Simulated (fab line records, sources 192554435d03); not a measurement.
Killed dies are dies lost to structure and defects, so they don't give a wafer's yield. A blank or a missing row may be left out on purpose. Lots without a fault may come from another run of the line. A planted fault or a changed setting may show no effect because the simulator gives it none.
One fault seen from 2 desks | flow n5_finfet | each desk has only its own numbers; what lay behind them comes last

THE METROLOGY DESK
What the gauges read, lot by lot, whatever tool the lot ran on: means of the sampled wafers that have a number. A lot is out of limits, marked OUT, if its mean lies more than 4 standard deviations from the usual mean; the brackets give that distance.
Columns: A = cd_nm at N5_BEOL_M14_CD_MEAS_17, usual 250.3 nm
lot  | first seen here | A
L545 | day 12 06:05    | 248.5
L547 | day 12 22:40    | 251.1
L549 | day 12 23:10    | 247.7
L552 | day 13 09:06    | 249.5
L550 | day 14 02:55    | 250.7
L554 | day 14 07:08    | 251.2
L565 | day 16 18:33    | 254.0
L567 | day 17 12:31    | 248.3
L566 | day 17 12:40    | 252.9
L568 | day 17 17:20    | 250.3
This desk's finding: nothing out of limits on any of the 10 lots.

THE TOOL OWNER'S DESK: rie_diel-01
The tool's own readings at N5_BEOL_M14_ETCH_59 (etches BARC in N2/H2, target depth 89 nm, overetch 26.7 nm, time 67.9 s): means of the sampled wafers that have a number, for each lot that ran on this tool. A lot is out of limits, marked OUT, if its mean lies more than 4 standard deviations from the usual mean; the brackets give that distance.
Columns: A = drypump_motor_current_A at N5_BEOL_M14_ETCH_59, usual 5.9 A; B = oes_product_au at N5_BEOL_M14_ETCH_59, usual 0.68 a.u.; C = rf_vpp_V at N5_BEOL_M14_ETCH_59, usual 525.1 V; D = showerhead_plenum_p_Torr at N5_BEOL_M14_ETCH_59, usual 2.58 Torr; E = throttle_valve_pct at N5_BEOL_M14_ETCH_59, usual 17.80 %
lot  | first seen here | A   | B    | C     | D    | E
L549 | day 12 22:46    | 5.4 | 0.68 | 522.9 | 2.53 | 17.75
L552 | day 13 08:26    | 5.4 | 0.64 | 522.7 | 2.51 | 17.89
L550 | day 14 02:31    | 5.6 | 0.62 | 521.8 | 2.46 | 17.86
L565 | day 16 18:09    | 6.2 | 0.61 | 522.0 | 2.48 | 17.86
L566 | day 17 12:16    | 5.4 | 0.69 | 526.0 | 2.60 | 17.79
This desk's finding: nothing out of limits on any of the 5 lots.

PUT TOGETHER
The metrology desk saw nothing out of limits.
The tool owner's desk saw nothing out of limits.

WHAT THE SIMULATOR HAD PUT IN
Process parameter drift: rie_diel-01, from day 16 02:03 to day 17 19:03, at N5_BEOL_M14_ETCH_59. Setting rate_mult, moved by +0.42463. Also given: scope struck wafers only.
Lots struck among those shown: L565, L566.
